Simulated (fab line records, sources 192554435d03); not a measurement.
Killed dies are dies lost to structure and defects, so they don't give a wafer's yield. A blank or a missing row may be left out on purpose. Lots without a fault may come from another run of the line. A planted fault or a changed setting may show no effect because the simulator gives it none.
Which tool did it? | flow n5_finfet | 24 lots, 72 wafers sampled, at 3 steps of a route of 1938

WHAT THE GAUGES READ, wafer by wafer
N5_BEOL_M11_CD_MEAS_11: target cd 64.1 nm.
lot  | measured     | on        | cd_nm (nm)
L074 | day 10 12:30 | cd_sem-02 | 65.1 64.2 63.8
L076 | day 10 15:47 | cd_sem-01 | 63.7 63.4 64.2
L075 | day 11 02:40 | cd_sem-01 | 64.8 63.3 63.7
L077 | day 11 05:46 | cd_sem-02 | 65.0 63.0 62.7
L078 | day 11 12:42 | cd_sem-03 | 63.7 63.5 62.3
L079 | day 11 21:23 | cd_sem-01 | 63.8 65.0 63.9
L081 | day 12 01:15 | cd_sem-01 | 64.6 63.5 63.8
L080 | day 12 02:01 | cd_sem-03 | 64.5 63.8 63.7
L082 | day 12 10:01 | cd_sem-03 | 64.4 63.6 64.3
L083 | day 12 17:27 | cd_sem-02 | 63.1 63.9 64.8
L084 | day 13 03:26 | cd_sem-02 | 64.1 64.2 63.8
L085 | day 13 03:37 | cd_sem-02 | 63.7 65.5 63.4
L086 | day 13 14:26 | cd_sem-02 | 63.4 63.5 64.3
L087 | day 13 14:47 | cd_sem-01 | 64.1 63.8 64.9
L088 | day 13 21:58 | cd_sem-01 | 63.2 63.0 63.5
L090 | day 14 08:53 | cd_sem-03 | 64.5 63.7 64.5
L089 | day 14 17:17 | cd_sem-02 | 63.6 65.1 63.7
L092 | day 15 05:34 | cd_sem-02 | 63.2 63.5 63.7
L093 | day 15 14:14 | cd_sem-03 | 64.0 65.2 63.7
L095 | day 15 14:16 | cd_sem-01 | 64.0 63.1 63.2
L091 | day 15 14:46 | cd_sem-03 | 62.7 62.5 63.3
L094 | day 15 23:07 | cd_sem-03 | 64.9 63.7 65.0
L096 | day 16 13:26 | cd_sem-01 | 64.2 65.0 63.8
L097 | day 16 13:37 | cd_sem-03 | 63.8 63.8 62.9

N5_BEOL_M11_CD_MEAS_28: target cd 70 nm.
lot  | measured     | on        | cd_nm (nm)
L074 | day 10 13:29 | cd_sem-02 | 68.8 67.2 68.5
L076 | day 10 16:38 | cd_sem-02 | 68.3 68.5 68.9
L075 | day 11 04:15 | cd_sem-01 | 70.6 72.2 70.4
L077 | day 11 07:17 | cd_sem-01 | 70.0 68.6 69.0
L078 | day 11 15:25 | cd_sem-03 | 68.3 68.9 67.6
L079 | day 12 00:24 | cd_sem-03 | 67.5 67.9 67.8
L081 | day 12 02:05 | cd_sem-02 | 70.6 69.6 68.8
L080 | day 12 04:52 | cd_sem-03 | 69.5 72.2 71.7
L082 | day 12 10:58 | cd_sem-02 | 67.7 68.8 68.4
L083 | day 12 21:59 | cd_sem-03 | 69.7 68.5 69.0
L084 | day 13 05:20 | cd_sem-02 | 70.6 70.6 72.0
L085 | day 13 05:31 | cd_sem-01 | 68.8 68.1 67.3
L086 | day 13 15:32 | cd_sem-02 | 67.3 67.5 68.7
L087 | day 13 15:55 | cd_sem-03 | 67.0 67.0 68.9
L088 | day 13 23:05 | cd_sem-03 | 66.4 67.4 68.3
L090 | day 14 10:02 | cd_sem-03 | 69.7 70.5 69.0
L089 | day 14 18:21 | cd_sem-03 | 72.2 71.1 71.4
L092 | day 15 08:36 | cd_sem-01 | 68.2 69.1 69.1
L093 | day 15 16:40 | cd_sem-03 | 69.1 67.5 67.1
L095 | day 15 16:55 | cd_sem-01 | 68.8 68.7 69.9
L091 | day 15 16:57 | cd_sem-03 | 67.7 68.0 69.0
L094 | day 16 01:55 | cd_sem-01 | 68.4 68.6 68.7
L096 | day 16 14:52 | cd_sem-03 | 71.1 71.4 70.1
L097 | day 16 15:28 | cd_sem-01 | 69.2 67.2 68.2

WHICH TOOL RAN EACH LOT (tool, then ch and the chambers of the sampled wafers, then the start)
lot  | N5_BEOL_M10_DEP_56
L074 | pecvd-02 ch 0,1, day 10 11:10
L076 | pecvd-02 ch 0,1, day 10 13:26
L075 | pecvd-03 ch 0,2, day 11 01:28
L077 | pecvd-02 ch 0,1,2, day 11 03:47
L078 | pecvd-03 ch 0,1, day 11 10:41
L079 | pecvd-03 ch 0,1,2, day 11 19:35
L081 | pecvd-03 ch 0,1,2, day 11 21:53
L080 | pecvd-02 ch 0,1,2, day 11 23:50
L082 | pecvd-01 ch 0,2, day 12 07:13
L083 | pecvd-01 ch 0,2, day 12 11:57
L084 | pecvd-01 ch 0,2, day 13 00:48
L085 | pecvd-01 ch 0,2, day 13 02:01
L086 | pecvd-01 ch 0,2, day 13 10:53
L087 | pecvd-02 ch 0,2, day 13 12:22
L088 | pecvd-03 ch 0,1, day 13 18:49
L090 | pecvd-01 ch 1,2, day 14 06:04
L089 | pecvd-03 ch 0,1, day 14 15:02
L092 | pecvd-03 ch 1,2, day 15 02:22
L093 | pecvd-03 ch 0,1,2, day 15 11:36
L095 | pecvd-01 ch 0,1, day 15 11:40
L091 | pecvd-02 ch 0,1,2, day 15 11:52
L094 | pecvd-01 ch 1,2, day 15 20:08
L096 | pecvd-01 ch 1,2, day 16 11:50
L097 | pecvd-01 ch 0,1,2, day 16 12:07
- N5_BEOL_M10_DEP_56: deposits SiCN from 3MS/NH3, target thk 15 nm, time 26.5 s.

WHAT THE TOOLS THEMSELVES READ (means of the sampled wafers that have a number; where no wafer has one, the mark that the record gives instead)
N5_BEOL_M10_DEP_56.
lot  | tool     | showerhead_plenum_p_Torr (Torr) | throttle_valve_pct (%)
L074 | pecvd-02 | 3.668                           | 9.3
L076 | pecvd-02 | 3.660                           | 9.3
L075 | pecvd-03 | 3.652                           | 9.3
L077 | pecvd-02 | 3.667                           | 8.9
L078 | pecvd-03 | 3.648                           | 9.7
L079 | pecvd-03 | 3.654                           | 9.4
L081 | pecvd-03 | 3.652                           | 9.5
L080 | pecvd-02 | 3.668                           | 9.0
L082 | pecvd-01 | 3.669                           | 9.0
L083 | pecvd-01 | 3.661                           | 8.9
L084 | pecvd-01 | 3.654                           | 9.2
L085 | pecvd-01 | 3.670                           | 8.9
L086 | pecvd-01 | 3.666                           | 9.0
L087 | pecvd-02 | 3.678                           | 8.6
L088 | pecvd-03 | 3.657                           | 10.0
L090 | pecvd-01 | 3.677                           | 8.7
L089 | pecvd-03 | 3.654                           | 9.8
L092 | pecvd-03 | 3.656                           | 9.8
L093 | pecvd-03 | 3.650                           | 9.6
L095 | pecvd-01 | 3.666                           | 9.0
L091 | pecvd-02 | 3.674                           | 9.0
L094 | pecvd-01 | 3.674                           | 9.0
L096 | pecvd-01 | 3.683                           | 8.9
L097 | pecvd-01 | 3.665                           | 9.1

THE ANSWER, worked out from the rows above alone
Rule: what is usual is taken from the lots themselves. Put in order of their means at a reading, lots are off if they are a third of the lots or fewer, leave a main group of 4 or more, and stand apart from it by a gap of 3 or more times the standard deviation of the main group's means; of several such gaps the widest counts. A main group whose means are all the same, to the digits that the tables above print for the reading, isn't used. A lot without any number at a reading at which 4 lots or more have one is off too. The other lots that the step has rows for count as sound. The gauges are gone through in route order, then the tools' own readings, and for those a lot's mean is taken as printed above. The first step at which some lot is off is used, and at that step the reading that is off furthest; a lot without a number counts as furthest.
No lot is off at any reading shown: from this, nothing can be told.

WHAT THE SIMULATOR HAD PUT IN
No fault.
